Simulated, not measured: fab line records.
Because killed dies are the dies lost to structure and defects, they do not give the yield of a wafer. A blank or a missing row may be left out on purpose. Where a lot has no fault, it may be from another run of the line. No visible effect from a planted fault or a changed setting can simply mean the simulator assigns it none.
A lot that was struck, set against a sound lot ; flow n5-finfet ; 39 out of 1938 route steps
Sound: wafers L557.2, L557.3, L557.5. Struck: wafer L543.5 (left out: L543.1, L543.6 of the same lot, which were not struck); the cause appears at the end.
For every step that has rows: the tool of each side, followed by ch and its chambers, followed by its first start. Under that, the readings that differ: sound wafers ; struck wafers ; difference of the means ; sigmas: that difference in standard deviations of wafers without a fault.
alike: same words and numbers on both sides, and readings whose means sit less than 2 such deviations apart. not compared: any withheld reading, any reading some wafer has no value for, any bound like >300 that may hide the same value, and any number with overlapping values for which the record gives no deviation.
A row with sigmas, a row that says differs or no value, or rows on one side alone: a step with any of these is where the two part. Numbers that don't overlap but have no deviation are shown without sigmas and don't part them. Lack of a reading on every wafer of one side parts them only where that side has two or more wafers.

first, 12 steps without rows for these wafers: N5_SDB_ETCH_18 (etches SOC in N2/H2, target depth 100 nm, overetch 20 nm, time 150 s); N5_SDB_STRIP_19 (strips in N2/H2); N5_SDB_STRIP_21 (strips in CF4); N5_SDB_HM_OPEN_20 (chemistry CH3F/O2, target SiNx, stops on poly-Si, target depth 24 nm); N5_SDB_STRIP_22 (strips in N2/H2); N5_SDB_PRECLEAN_23 (cleans in dHF, time 30 s); N5_SDB_DUMMY_REMOVE_24 (chemistry TMAH, target poly-Si, stops on SiO2, target depth 142 nm, time 57 s, rinse time 30 s); N5_SDB_ETCH_25 (etches SiO2 in C4F6/O2, target depth 10 nm, time 3.3 s); N5_SDB_CUT_ETCH_26 (etches Si in HBr/Cl2/O2, target depth 129.6 nm, bt time 20 s, time 51.8 s); N5_SDB_PRECLEAN_38 (cleans in dHF, time 10 s); N5_SDB_PRECLEAN_39 (cleans in O3/DIW, time 45 s); N5_SDB_SRD_28 (time 30 s).
N5_SDB_ALD_29: deposits SiNx, target thk 30 nm, pulse time 1 s, ald cycles 600.
  sound on ald-sin-01 ch 0,1,3, day 9 02:01; struck on ald-sin-02 ch 3, day 5 13:44
reading;sound;struck;difference;sigmas
ald-cycles;600 600 600;236;-364;
model.SiNx_of_SDB_ALD_29.thk-nm (nm);30 29.8 30;11.8;-18.1;
  alike: heater-power-w, precursor-pulse-height-rel
then, 23 steps without rows for these wafers: N5_SDB_CMP_30 (polishes, stops on poly-Si, t overpolish 1.54 s, target thk 30 nm); N5_DUMMY_REMOVAL_HM_STRIP_01 (strips SiNx in CH3F/O2, stops on poly-Si, target depth 4 nm, time 6.8 s); N5_DUMMY_REMOVAL_STRIP_10 (strips in N2/H2, time 40 s); N5_DUMMY_REMOVAL_PRECLEAN_07 (cleans in dHF, time 30 s); N5_DUMMY_REMOVAL_DUMMY_REMOVE_02 (chemistry TMAH, target poly-Si, stops on SiO2, target depth 142 nm, time 57 s, rinse time 30 s); N5_DUMMY_REMOVAL_PRECLEAN_08 (cleans in NF3:NH3, afs cycles 2, time 20 s, sublimation time 60 s); N5_DUMMY_REMOVAL_PRECLEAN_04 (cleans in DHF, time 37 s); N5_DUMMY_REMOVAL_SRD_05 (time 30 s); N5_HKMG_FIN_IL_REGROW_00 (material SiO2, chemistry O3, target thk 0.75 nm, time 30 s); N5_HKMG_FIN_HK_ALD_01 (deposits HfO2, target thk 1.6 nm, pulse time 3 s, purge time 3 s); N5_HKMG_FIN_HK_ANNEAL_02 (time 30 s); N5_HKMG_FIN_ALD_74 (deposits La2O3, target thk 0.5 nm, pulse time 6 s, co reactant pulse time 1 s); N5_HKMG_FIN_ALD_75 (deposits Al2O3, target thk 1 nm, co reactant pulse time 1 s); N5_HKMG_FIN_COAT_41 (time 60 s, resist thk 300 nm); N5_HKMG_FIN_COAT_42 (time 60 s, resist thk 35 nm); N5_HKMG_FIN_COAT_43 (resist thk 90 nm); N5_HKMG_FIN_EBR_45; N5_HKMG_FIN_SOFTBAKE_44 (time 60 s); N5_HKMG_FIN_EXPOSE_46 (exposes mask NDIPOLE); N5_HKMG_FIN_PEB_47 (peb time 60 s); N5_HKMG_FIN_DEVELOP_48 (develop time 30 s); N5_HKMG_FIN_DESCUM_53 (chemistry O2, time 7.9 s); N5_HKMG_FIN_ETCH_54 (etches SiARC in CF4, target depth 45.5 nm, time 75.8 s).
N5_GATE_CUT_ETCH_58: etches SiNx in CH3F/O2, target depth 17 nm, time 128.6 s.
  sound on rie-diel-03 ch 0,3, day 9 15:56; struck on rie-diel-01 ch 2, day 6 01:22
reading;sound;struck;difference;sigmas
throttle-valve-pct (%);16.42 16.45 16.41;16.03;-0.40;-2
model.SiNx_of_SDB_ALD_29.thk-nm (nm);24.6 24.4 24.6;9.6;-14.9;
  alike: drypump-motor-current-A, oes-product-au, rf-vpp-V, showerhead-plenum-p-Torr
  not compared: rf-hours-counter-h
-- record jumps: 3 days separate the struck wafers' starts on either side; left off in module GATE_CUT, taken up again in module BEOL_M4, whose first shown step is the route's number 1111 --
N5_BEOL_M4_RC_MEAS_101:
  sound on prober-02 ch 0, day 13 02:27; struck on prober-02 ch 0, day 9 11:25
reading;sound;struck;difference;sigmas
IOFF_N (nA/um);0.21 0.21 0.20;0.13;-0.08;-2
IOFF_P (nA/um);0.28 0.25 0.25;0.17;-0.09;-2
ION_N (uA/um);682 698 684;662;-26;-2
ION_P (uA/um);470 473 468;452;-18;-2
VT_N (mV);246 241 245;254;+10;+3
VT_P (mV);-246 -246 -246;-254;-8;-2
  alike: DIBL_N, DIBL_P, SS_N, SS_P
then, 1 step without rows for these wafers: N5_PASSIVATION_PROBE_49.

WHERE THEY PART
At N5_GATE_CUT_ETCH_58 first; at N5_BEOL_M4_RC_MEAS_101 last (within this record only).

WHY: the cause the simulator had injected
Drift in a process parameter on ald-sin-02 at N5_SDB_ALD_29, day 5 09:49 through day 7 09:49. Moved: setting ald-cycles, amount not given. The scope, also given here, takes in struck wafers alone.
